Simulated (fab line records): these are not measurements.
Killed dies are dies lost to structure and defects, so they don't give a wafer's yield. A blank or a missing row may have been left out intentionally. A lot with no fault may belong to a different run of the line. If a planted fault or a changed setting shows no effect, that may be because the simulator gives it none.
fab line records	flow n5Finfet
[record] lots = 3	wafers = 9	lastDay = 18
route steps=1938 shown BEOL_M9@1437 BEOL_M10@1470 BEOL_M15@1830
lots that met no fault: from a run of the same line without faults
startH: hours from the record's opening day to when the first of the lot's shown wafers began	waitH: hours elapsed since this lot's preceding step	" identical to the entry in the row above	L1.1+2: one row covering several wafers at once	- either no value or no given start	* or withheld: withheld	< > ~ a bound
route shown NAME@n: NAME is a module with steps in the file, n the number in the route of the first one	usual: mean/standard deviation taken from wafers without a fault	same: alike in all rows	chamber/n: place in a boat	sites: readings site by site	_std_site: their standard deviation	_edge_site: mean of outer sites minus mean of inner sites	radiusMm: for every site, how far away it sits from the centre of the wafer	mask NAME#n: copy n	behind: the most recent tool/chamber to have shaped the wafer	hold: cause of the lot's hold/its duration in hours/its outcome	device: transistor that didn't switch, given as n, p or np	end of line: tests of these same wafers at the route's end	step lacking rows: just its recipe	killed: dies that structure and defects cost at the first sort, which is not the same as the wafer's yield	map: the dies of a wafer, with x for killed, . for not killed, _ for no die there
set.NAME: setting as actually run; set.NAME@STEP: the setting as run at that earlier step	model.NAME: the simulator's own value behind a step, which no gauge read
lots at selected steps of the route; one table per step, one row per wafer
services: the hour from which a tool's chamber was out of use, counted from the record's first day as startH (under 0 if before that day), plus the number of hours and why
[[steps]]
[step N5_BEOL_M9_DESCUM_33]
[recipe] chemistry = O2	timeS = 7	sourcePowerW = 50	biasPowerW = 20	pressureMtorr = 20	rfFrequencyHz = 2.712e+07	tempC = 40	resist = CAR-EUV	o2FlowSccm = 225
[step N5_BEOL_M9_ETCH_76]
[recipe] chemistry = N2/H2	target = underlayer	targetDepthA = 65	maskMaterial = CAR-EUV	timeS = 5.2	ionEnergyEv = 200	pressureMtorr = 30	sourceW = 840	biasW = 150	n2FlowSccm = 200	h2FlowSccm = 200	ends = cleared
[step N5_BEOL_M9_ETCH_65]
[recipe] chemistry = CF4	target = SiARC	targetDepthA = 156	maskMaterial = CAR-EUV	timeS = 26	ionEnergyEv = 80	pressureMtorr = 40	sourceW = 545	biasW = 36	Ar_flow_sccm = 100	cf4FlowSccm = 100	ends = cleared
[step N5_BEOL_M9_ETCH_66]
[recipe] chemistry = N2/H2	target = SOC	targetDepthA = 800	overetchA = 160	maskMaterial = SiARC	tempC = 40	timeS = 120	ionEnergyEv = 200	pressureMtorr = 30	sourceW = 840	biasW = 150	n2FlowSccm = 200	h2FlowSccm = 200
[step N5_BEOL_M9_STRIP_69]
[recipe] chemistry = N2/H2	tempC = 40	n2FlowSccm = 200	h2FlowSccm = 200	rfFrequencyHz = 6e+07
[step N5_BEOL_M9_STRIP_77]
[recipe] chemistry = N2/H2	tempC = 40	n2FlowSccm = 200	h2FlowSccm = 200	rfFrequencyHz = 6e+07
[step N5_BEOL_M9_VIA_ETCH_34]
[recipe] chemistry = C4F6/O2	target = SiCOH_lowk	targetDepthA = 1824	maskMaterial = SOC	taperDeg = 4	timeS = 68.4	ionEnergyEv = 250	pressureMtorr = 30	sourceW = 345	biasW = 185	Ar_flow_sccm = 300	C4F6_flow_sccm = 10	O2_flow_sccm = 10
[step N5_BEOL_M9_STRIP_73]
[recipe] chemistry = C4F6/O2	resist = SiARC	rfFrequencyHz = 6e+07
[step N5_BEOL_M9_STRIP_36]
[recipe] chemistry = N2/H2	powerW = 450	tempC = 40	pressureMtorr = 20	rfFrequencyHz = 6e+07	overashFraction = 0.3	biasPowerW = 7	h2Frac = 0.5	n2FlowSccm = 200	h2FlowSccm = 200
[step N5_BEOL_M9_TRENCH_ETCH_37]
[recipe] chemistry = C4F6/O2	targetDepthA = 1514.3	target = SiCOH_lowk	timeS = 49	ionEnergyEv = 250	pressureMtorr = 30	sourceW = 345	biasW = 185	Ar_flow_sccm = 300	C4F6_flow_sccm = 10	O2_flow_sccm = 10
[usual] drypumpMotorCurrentA = 5.7/0.37	oesProductAu = 0.79/0.08	rfVppV = 662/11	showerheadPlenumPTorr = 2.85/0.1	throttleValvePct = 20.78/0.27
lot.wafer	tool	chamber	startH	waitH	drypumpMotorCurrentA	oesProductAu	rfHoursCounterH	rfVppV	showerheadPlenumPTorr	throttleValvePct	model.etch.depthNm	model.BEOL_M9.featureDepthNm	model.TiN_of_BEOL_M9_HM_DEP_02.thkNm
L732.1	rieDiel-03	3	228.51	-	5.9	0.68	249	666	2.92	21.38	151.6	151.6	15.4
L732.2	"	1	"	"	6.0	0.78	96	661	2.97	20.38	148.4	148.4	16
L732.5	"	1	"	"	6.0	0.77	-	660	2.97	20.41	147.2	147.2	16
L742.1	rieDiel-03	1	273.37	-	6.0	0.77	110	661	2.96	20.41	148.7	148.8	16
L742.3	"	2	"	"	5.2	0.93	191	655	2.70	20.50	217.6	217.6	13.8
L742.5	"	1	"	"	6.0	0.77	-	660	2.96	20.42	147.6	147.6	15.8
L754.1	rieDiel-06	0	361.58	-	5.8	0.83	94	647	2.73	20.81	151.7	151.6	16
L754.2	"	2	"	"	5.2	0.93	12	656	2.82	21.05	154.2	154.2	15.6
L754.3	"	1	"	"	5.9	0.80	97	666	2.85	20.41	150.5	150.6	15.8
[step N5_BEOL_M9_ETCH_41]
[recipe] chemistry = CH3F/O2	target = SiCN	targetDepthA = 366	taperDeg = 2	timeS = 70.1	ionEnergyEv = 120	maskMaterial = TiN	pressureMtorr = 30	sourceW = 395	biasW = 75	Ar_flow_sccm = 150	CH3F_flow_sccm = 30	O2_flow_sccm = 20
[step N5_BEOL_M9_STRIP_80]
[recipe] chemistry = N2/H2	timeS = 10	powerW = 450	tempC = 40	pressureMtorr = 20	rfFrequencyHz = 6e+07	biasPowerW = 7	n2FlowSccm = 200	h2FlowSccm = 200
[step N5_BEOL_M9_OCD_MEAS_38]
[usual] trenchDepthNm = 150.8/2.7
lot.wafer	tool	chamber	startH	waitH	trenchDepthNm
L732.1	ocd-01	-	228.69	-	151.9
L732.2	"	-	"	"	148.3
L732.5	"	-	"	"	146.7
L742.1	ocd-01	-	273.54	-	148.8
L742.3	"	-	"	"	217.8
L742.5	"	-	"	"	147.6
L754.1	ocd-01	-	361.76	-	151.6
L754.2	"	-	"	"	154.1
L754.3	"	-	"	"	150.4
[step N5_BEOL_M9_HM_STRIP_39]
[recipe] chemistry = peroxideTinStrip	material = TiN	targetDepthA = 250	tempC = 50	timeS = 158
[step N5_BEOL_M9_SRD_40]
[recipe] timeS = 30	tempC = 23	rinseLiquid = diw	dry = ipaMarangoni
[step N5_BEOL_M9_PRECLEAN_42]
[recipe] chemistry = residueRemover	timeS = 60	tempC = 40
[step N5_BEOL_M9_SRD_43]
[recipe] timeS = 30	tempC = 23	rinseLiquid = diw	dry = ipaMarangoni
[step N5_BEOL_M9_CURE_72]
[recipe] tempC = 370	timeS = 120	ambient = DMADMS/He	material = SiCOH_lowk
[step N5_BEOL_M9_DEGAS_44]
[recipe] ambient = vacuum	tempC = 250	timeS = 60
[step N5_BEOL_M9_PRE_CLEAN_45]
[recipe] gas = H2/He	timeS = 30	tempC = 250
[step N5_BEOL_M9_ALD_74]
[recipe] material = TaN	targetThkA = 20	tempC = 275	aldPrecursorFamily = PDMAT	aldCoReactant = NH3	pressureTorr = 3	carrierFlowSccm = 1500	pulseTimeS = 2	purgeTimeS = 3	coReactantPurgeTimeS = 2	coReactantPulseTimeS = 3	aldCycles = 40	precursorVesselTempC = 75	precursorVesselPressureTorr = 26.25	precursorVesselCarrierSccm = 1000
[step N5_BEOL_M9_SURFACE_TREAT_79]
[recipe] gas = Ar	timeS = *	ionEnergyEv = *	ionCurrentMaCm2 = 0.5	pressureMtorr = *	arFlowSccm = 30
[step N5_BEOL_M9_CVD_78]
[recipe] material = Co	targetThkA = 20	tempC = withheld	precursor = CCTBA/H2	pressureTorr = 30	timeS = 138.9
[step N5_BEOL_M9_SPUTTER_48]
[recipe] material = Cu	targetThkA = 120	tempC = -20	biasV = 60	powerW = 26000	chamberPressurePa = 0.13	timeS = 2
[step N5_BEOL_M9_ECD_50]
[recipe] material = Cu	targetThkA = 3180
[step N5_BEOL_M9_ANNEAL_51]
[recipe] tempC = 225	timeS = 90	ambient = N2
[step N5_BEOL_M9_CMP_52]
[recipe] stopOn = SiCOH_lowk	tOverpolishS = 7	downForcePsi = 1	platenRpm = 50	clearingPlatenDownForcePsi = 1.5	clearingPlatenRpm = 50	postCmpClean = cuAlkaline	targetThkNm = 140	clearingPlatenPadVelocityMS = 0.99484	padVelocityMS = 0.99484
[usual] motorCurrentA = 5.8/0.55
lot.wafer	tool	chamber	startH	waitH	motorCurrentA	model.Cu_of_BEOL_M9_ECD_50.thkNm
L732.1	cmp-04	1	231.71	0.3	6.4	140
L732.2	"	2	"	"	5.5	137
L732.5	"	1	"	"	6.5	136.6
L742.3	cmp-04	3	275.78	0.2	5.8	207.2
L742.1	"	1	"	"	6.3	139.6
L742.5	"	0	"	"	5.3	137.4
L754.1	cmp-01	1	365.85	0.3	5.4	141.6
L754.2	"	3	"	"	6.4	142.2
L754.3	"	0	"	"	5.0	137.8
[step N5_BEOL_M9_THK_MEAS_53]
[recipe] thkMeasGauge = xrf	reads = Cu_of_BEOL_M9_ECD_50
[usual] M9_THK = 138.0/3
lot.wafer	tool	chamber	startH	waitH	M9_THK[nm]
L732.1	filmMetro-02	-	232.01	-	138.7
L732.2	"	-	"	"	136.9
L732.5	"	-	"	"	135.6
L742.1	filmMetro-02	-	276.08	-	137.2
L742.3	"	-	"	"	202.6
L742.5	"	-	"	"	134.8
L754.1	filmMetro-01	-	366.14	-	140.5
L754.2	"	-	"	"	140.7
L754.3	"	-	"	"	136.0
[step N5_BEOL_M9_PRE_CLEAN_55]
[recipe] gas = NH3	timeS = 15	tempC = withheld	rfPowerW = 300
[step N5_BEOL_M9_DEP_56]
[recipe] material = SiCN	targetThkA = 150	tempC = withheld	precursor = 3MS/NH3	pressureTorr = 3	rfW = 202	timeS = 26.5
[step N5_BEOL_M9_RS_MEAS_57]
[recipe] thkMeasGauge = four-point-probe	reads = Cu_of_BEOL_M9_ECD_50+Co_of_BEOL_M9_CVD_78+TaN_of_BEOL_M9_ALD_74
[usual] M9_RS = 0.151/0.0033
lot.wafer	tool	chamber	startH	waitH	M9_RS[ohm/sq]
L732.1	filmMetro-02	-	232.14	0.1	0.151
L732.2	"	-	"	"	0.154
L732.5	"	-	"	"	0.155
L742.1	filmMetro-01	-	276.21	0.1	0.152
L742.3	"	-	"	"	0.098
L742.5	"	-	"	"	0.154
L754.1	filmMetro-02	-	366.28	0.1	0.149
L754.2	"	-	"	"	0.149
L754.3	"	-	"	"	0.154
[step N5_BEOL_M10_ILD_DEP_00]
[recipe] material = SiCOH_lowk	targetThkA = 3085.1	tempC = 300	precursor = DEMS/porogen	pressureTorr = 5	rfW = 500	timeS = 58
[step N5_BEOL_M10_CURE_71]
[recipe] tempC = 385	timeS = 240	ambient = He/Ar	material = SiCOH_lowk
[step N5_BEOL_M10_PECVD_70]
[recipe] material = SiO2	targetThkA = 200	tempC = 400	precursor = TEOS/O2	pressureTorr = 5.5	rfW = 450	teosFlowSccm = 53.8	gas = O2	flowSccm = 3000	timeS = 22.7
[step N5_BEOL_M10_HM_DEP_02]
[recipe] material = TiN	targetThkA = 200	tempC = 25	chamberPressurePa = 0.49996
[step N5_BEOL_M10_COAT_59]
[recipe] resist = SOC	tempC = 250	timeS = 60	spinRpm = 1500	resistThkNm = 100
[step N5_BEOL_M15_RC_MEAS_101]
[usual] COMB_M10 = 1.45e-11/2.9e-12	COMB_M11 = 1.42e-11/2.7e-12	COMB_M12 = 6.3e-12/1.3e-12	COMB_M13 = 4.7e-12/9.7e-13	COMB_M14 = 3.6e-12/8.5e-13	COMB_M15 = 2.5e-12/6.5e-13	COMB_M5 = 3.6e-11/7.1e-12	COMB_M6 = 2.6e-11/5.5e-12	COMB_M7 = 2.4e-11/5.4e-12	COMB_M8 = 2.6e-11/4.7e-12	SERP_M10 = 3.10/0.07	SERP_M11 = 3.06/0.083	SERP_M12 = 0.635/0.016	SERP_M13 = 0.309/0.0072	SERP_M14 = 0.164/0.0046	SERP_M5 = 39.9/1.6	SERP_M6 = 14.3/0.57	SERP_M7 = 13.8/0.56	SERP_M8 = 13.9/0.46	SERP_M9 = 3.07/0.08	SERP_M9_max_site = 3.16/0.095
lot.wafer	tool	chamber	startH	waitH	COMB_M10[S/m]	COMB_M11[S/m]	COMB_M12[S/m]	COMB_M13[S/m]	COMB_M14[S/m]	COMB_M15[S/m]	COMB_M5[S/m]	COMB_M6[S/m]	COMB_M7[S/m]	COMB_M8[S/m]	SERP_M10[ohm/um]	SERP_M11[ohm/um]	SERP_M12[ohm/um]	SERP_M13[ohm/um]	SERP_M14[ohm/um]	SERP_M5[ohm/um]	SERP_M6[ohm/um]	SERP_M7[ohm/um]	SERP_M8[ohm/um]	SERP_M9[ohm/um]	SERP_M9_max_site[ohm/um]
L732.1	prober-02	0	275.85	0.0	1.49e-11	1.16e-11	5.3e-12	6.9e-12	4.4e-12	2.4e-12	3.9e-11	3e-11	1.6e-11	2.1e-11	3.07	2.95	0.634	0.301	0.167	39.4	14.6	13.8	13.7	3.11	3.17
L732.2	"	0	"	"	1.34e-11	1.37e-11	6e-12	5.9e-12	3e-12	3e-12	3.2e-11	3e-11	2.1e-11	2.4e-11	3.08	3.09	0.658	0.305	0.172	38.5	14.2	14.0	13.8	3.01	3.14
L732.5	"	0	"	"	2.14e-11	1.54e-11	7.3e-12	5.4e-12	4.5e-12	2.4e-12	3.7e-11	2.4e-11	2e-11	3e-11	3.10	3.06	0.647	0.310	0.169	38.3	13.7	13.6	13.6	3.14	3.21
L742.1	prober-02	0	315.18	0.0	1.09e-11	1.47e-11	3.7e-12	4.6e-12	4.3e-12	2.9e-12	3.7e-11	2.5e-11	2.1e-11	2.7e-11	3.17	3.14	0.656	0.302	0.166	41.8	13.3	14.6	14.8	3.11	3.24
L742.3	"	0	"	"	1.41e-11	1.66e-11	5.5e-12	3.9e-12	5.3e-12	2.9e-12	3.7e-11	2.2e-11	2.5e-11	2.6e-11	3.23	3.15	0.636	0.298	0.170	38.8	14.6	14.6	13.8	1.97	2.00
L742.5	"	0	"	"	8.7e-12	1.82e-11	7e-12	4.3e-12	6.1e-12	4.1e-12	2.5e-11	2.4e-11	2.5e-11	1.8e-11	3.16	3.15	0.650	0.310	0.164	41.5	13.1	14.7	13.5	3.10	3.16
L754.1	prober-01	0	407.95	0.0	1.25e-11	1.25e-11	6.3e-12	3.3e-12	4.1e-12	2.1e-12	3.1e-11	2.5e-11	2.7e-11	2.9e-11	3.03	3.01	0.636	0.306	0.164	37.2	13.5	14.0	12.7	3.01	3.07
L754.2	"	0	"	"	1.11e-11	1.96e-11	7.6e-12	4.3e-12	3.2e-12	1.5e-12	3.4e-11	2.7e-11	2e-11	2.8e-11	3.04	3.13	0.619	0.302	0.171	37.7	13.8	13.2	14.1	2.97	3.09
L754.3	"	0	"	"	1.33e-11	1.5e-11	7.1e-12	4.5e-12	3.4e-12	3.4e-12	4.3e-11	2.7e-11	3e-11	2.5e-11	3.06	3.03	0.611	0.311	0.169	37.4	13.4	13.2	14.3	3.09	3.16
// sites SERP_M9 radiusMm=0,75,75,75,75,140,140,140,140
L732.1 3.14 3.13 3.12 3.17 3.11 2.99 2.97 3.05 2.99
L742.1 3.00 3.06 3.11 3.04 3.05 3.12 3.18 3.24 3.12
L754.1 3.01 3.02 3.05 3.00 3.00 3.00 3.07 2.96 3.06
[[services]]
tool	chamber	startH	hours	kind
cmp-04	-	205.46	0.6	repair
rieDiel-06	1	206.40	12.2	repair
rieDiel-06	-	215.37	0.3	repair
rieDiel-03	3	218.34	1.6	repair
rieDiel-03	-	218.39	7.2	repair
rieDiel-03	3	231.56	-	clean
rieDiel-03	3	231.56	-	consumableReplace:focusRing
rieDiel-03	3	231.56	15.0	scheduledDown
rieDiel-03	3	231.56	15.0	ventCycle
rieDiel-06	3	248.87	4.0	repair
cmp-01	-	258.90	4.0	pm
cmp-04	-	259.58	2.5	repair
cmp-01	-	262.90	-	consumableReplace:conditioner
cmp-01	-	262.90	-	consumableReplace:pad
cmp-01	-	272.01	6.9	pm
rieDiel-06	2	303.58	-	clean
rieDiel-06	2	303.58	-	consumableReplace:focusRing
rieDiel-06	2	303.58	16.4	scheduledDown
rieDiel-06	2	303.58	16.4	ventCycle
cmp-01	-	321.72	7.3	repair
cmp-01	-	338.52	4.8	pm
rieDiel-06	-	363.32	2.8	pm
[[key]]
[firstSign] step = N5_BEOL_M9_OCD_MEAS_38	reading = trenchDepthNm	direction = up	sigmas = 25	usual = 150.8	struck = 217.8
[effect] step = N5_BEOL_M9_THK_MEAS_53	reading = M9_THK	direction = up	sigmas = 22	usual = 138.0	struck = 202.6
[effect] step = N5_BEOL_M9_RS_MEAS_57	reading = M9_RS	direction = down	sigmas = 16	usual = 0.151	struck = 0.098
[effect] step = N5_BEOL_M15_RC_MEAS_101	reading = SERP_M9	direction = down	sigmas = 14	usual = 3.07	struck = 1.97
[modelEffect] step = N5_BEOL_M9_TRENCH_ETCH_37	value = etch.depthNm	without = 149.1	struck = 217.6
[modelEffect] step = N5_BEOL_M9_CMP_52	value = Cu_of_BEOL_M9_ECD_50.thkNm	without = 138.8	struck = 207.2
metAt N5_BEOL_M9_TRENCH_ETCH_37
struckWafers L742.3
[fault] kind = processParameterDrift	tool = rieDiel-03	chamber = 2	onsetH = 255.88	steps = N5_BEOL_M9_TRENCH_ETCH_37	channel = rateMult	offset = 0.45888	shape = step	endH = 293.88
